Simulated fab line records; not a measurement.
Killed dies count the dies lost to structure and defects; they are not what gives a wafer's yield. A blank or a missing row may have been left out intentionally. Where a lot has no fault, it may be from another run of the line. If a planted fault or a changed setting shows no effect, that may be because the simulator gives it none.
Lot-split experiment ; flow n5 finfet ; 39 wafers read across 7 lots, on a route 1938 steps long

ABOUT THE SPLIT
At N5_BEOL_M6_ALD_77 (deposits TaN, target thk 2 nm, pulse time 2 s, purge time 3 s), the setting ald cycles was moved away from the recipe's 40 on 9 of the 39 wafers read, by -55.0% to +57.5%. The other wafers ran this setting at the recipe's value.

The reading is taken at the split's own step.

THE READING
TaN_of_BEOL_M6_ALD_77.thk nm (the simulator's own value, which no gauge read), in nm, at N5_BEOL_M6_ALD_77 (deposits TaN, target thk 2 nm, pulse time 2 s, purge time 3 s). The file gives no usual value for it.

wafer;tool, chamber at the split;ald cycles as run;against the recipe;TaN_of_BEOL_M6_ALD_77.thk nm, nm;against lot-mates on the recipe
L076.1;ald metal-01, 3,1,0;61;+52.5%;3;+1.0
L076.3;ald metal-01, 3,1,0;61;+52.5%;3;+1.0
L076.5;ald metal-01, 3,1,0;61;+52.5%;3;+1.0
L076.2;ald metal-01, 0,2,3;40;recipe;2;-
L076.4;ald metal-01, 0,2,3;40;recipe;2;-
L076.6;ald metal-01, 0,2,3;40;recipe;2;-
L081.1;ald metal-01, 0,1,1;40;recipe;2;-
L081.2;ald metal-01, 0,1,1;40;recipe;2;-
L081.6;ald metal-01, 0,1,1;40;recipe;2;-
L081.3;ald metal-01, 2,0,2;18;-55.0%;0.8;-1.2
L081.4;ald metal-01, 2,0,2;18;-55.0%;0.8;-1.2
L081.5;ald metal-01, 2,0,2;18;-55.0%;0.8;-1.2
L083.2;ald metal-01, 0,0,1;40;recipe;2;-
L083.4;ald metal-01, 0,0,1;40;recipe;2;-
L083.5;ald metal-01, 0,0,1;40;recipe;2;-
L087.1;ald metal-03, 1,3,0;63;+57.5%;3.2;+1.2
L087.3;ald metal-03, 1,3,0;63;+57.5%;3.2;+1.2
L087.5;ald metal-03, 1,3,0;63;+57.5%;3.2;+1.2
L087.2;ald metal-03, 2,0,1;40;recipe;2;-
L087.4;ald metal-03, 2,0,1;40;recipe;2;-
L087.6;ald metal-03, 2,0,1;40;recipe;2;-
L089.1;ald metal-02, 1,0,2,3,1,0;40;recipe;2;-
L089.2;ald metal-02, 1,0,2,3,1,0;40;recipe;2;-
L089.3;ald metal-02, 1,0,2,3,1,0;40;recipe;2;-
L089.4;ald metal-02, 1,0,2,3,1,0;40;recipe;2;-
L089.5;ald metal-02, 1,0,2,3,1,0;40;recipe;2;-
L089.6;ald metal-02, 1,0,2,3,1,0;40;recipe;2;-
L094.1;ald metal-01, 0,1,2,3,1,2;40;recipe;2;-
L094.2;ald metal-01, 0,1,2,3,1,2;40;recipe;2;-
L094.3;ald metal-01, 0,1,2,3,1,2;40;recipe;2;-
L094.4;ald metal-01, 0,1,2,3,1,2;40;recipe;2;-
L094.5;ald metal-01, 0,1,2,3,1,2;40;recipe;2;-
L094.6;ald metal-01, 0,1,2,3,1,2;40;recipe;2;-
L095.1;ald metal-01, 3,0,2,1,2,1;40;recipe;2;-
L095.2;ald metal-01, 3,0,2,1,2,1;40;recipe;2;-
L095.3;ald metal-01, 3,0,2,1,2,1;40;recipe;2;-
L095.4;ald metal-01, 3,0,2,1,2,1;40;recipe;2;-
L095.5;ald metal-01, 3,0,2,1,2,1;40;recipe;2;-
L095.6;ald metal-01, 3,0,2,1,2,1;40;recipe;2;-
The file does not say which wafer passed through which chamber wherever a row lists several chambers: such a row stands for several wafers.

FIT RESULTS
A straight line over all 39 wafers: TaN_of_BEOL_M6_ALD_77.thk nm changes by +0.0207 nm for each +1% of ald cycles; r = +1.00; the points scatter about the line by 0.028 nm.
The same after taking each lot's own level away (the mean of its wafers on the recipe; 39 wafers): +0.0207 nm for each +1%; r = +1.00; scatter 0.028 nm.
Per that fit: largest ald cycles move, reading shift of 1.2 nm.
The lots' own levels span 2.00 to 2.00 nm.
So the lot-to-lot level changes the slope little: the two slopes agree.
Check: for one of the wafers moved furthest among these (+57.5%), held out of the fit, the line's prediction against its lot-mates is +1.18 nm. It came out at +1.2 nm against them.

FILE'S OWN FIT
TaN_of_BEOL_M6_ALD_77.thk nm changes by +0.0206 nm for each +1% of ald cycles, r = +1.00.
